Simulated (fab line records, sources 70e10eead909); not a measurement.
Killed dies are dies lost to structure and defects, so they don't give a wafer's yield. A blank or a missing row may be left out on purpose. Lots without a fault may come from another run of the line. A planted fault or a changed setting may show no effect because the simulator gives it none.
Chamber matching | flow nand_harc | NHARC_A_CONTACT_DEP_58 on pecvd-02: 3 sister chambers
The step deposits SiON, target thk 60 nm. 6 wafers are shown with their chamber, then 11 later ones without.

WAFERS WITH THEIR CHAMBER
wafer  | chamber | heater_power_w (W) | heater_power_outer_w (W)
L078.6 | 0       | 732                | 382
L083.4 | 1       | 580                | 361
L084.2 | 2       | 768                | 486
L084.4 | 0       | 698                | 363
L084.6 | 2       | 793                | 486
L085.3 | 1       | 606                | 361

WAFERS WITHOUT THEIR CHAMBER
wafer  | heater_power_w (W) | heater_power_outer_w (W)
L085.4 | 854                | 542
L085.5 | 678                | 352
L088.1 | 734                | 390
L088.3 | 858                | 522
L088.6 | 733                | 386
L089.2 | 920                | 572
L089.3 | 675                | 360
L089.4 | 941                | 588
L097.2 | 788                | 475
L097.3 | 657                | 326
L097.5 | 756                | 500

WHICH CHAMBER EACH WENT THROUGH
wafer  | from the rows above     | in truth
L085.4 | 2                       | 2
L085.5 | can't be placed: 0 or 1 | 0
L088.1 | 0                       | 0
L088.3 | 2                       | 2
L088.6 | 0                       | 0
L089.2 | 2                       | 2
L089.3 | can't be placed: 0 or 1 | 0
L089.4 | 2                       | 2
L097.2 | 2                       | 2
L097.3 | can't be placed: 1 or 0 | 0
L097.5 | 2                       | 2
Placed correctly: 8 of 11. Can't be placed from these rows: 3 (the true chamber is among the candidates in 3). Placed wrongly: 0.
How it was worked out, from the rows above alone: a wafer's distance from a chamber is the root of the sum, over the readings, of the square of ((its reading less the chamber's mean) divided by the reading's scatter). The wafer belongs to the nearest chamber; if the next one is less than 2 further off, it can't be placed. A chamber's mean is the mean of its shown wafers. The scatter: the root of (the sum of the squares of (reading less its chamber's mean) over the shown wafers, divided by (wafers less chambers)).
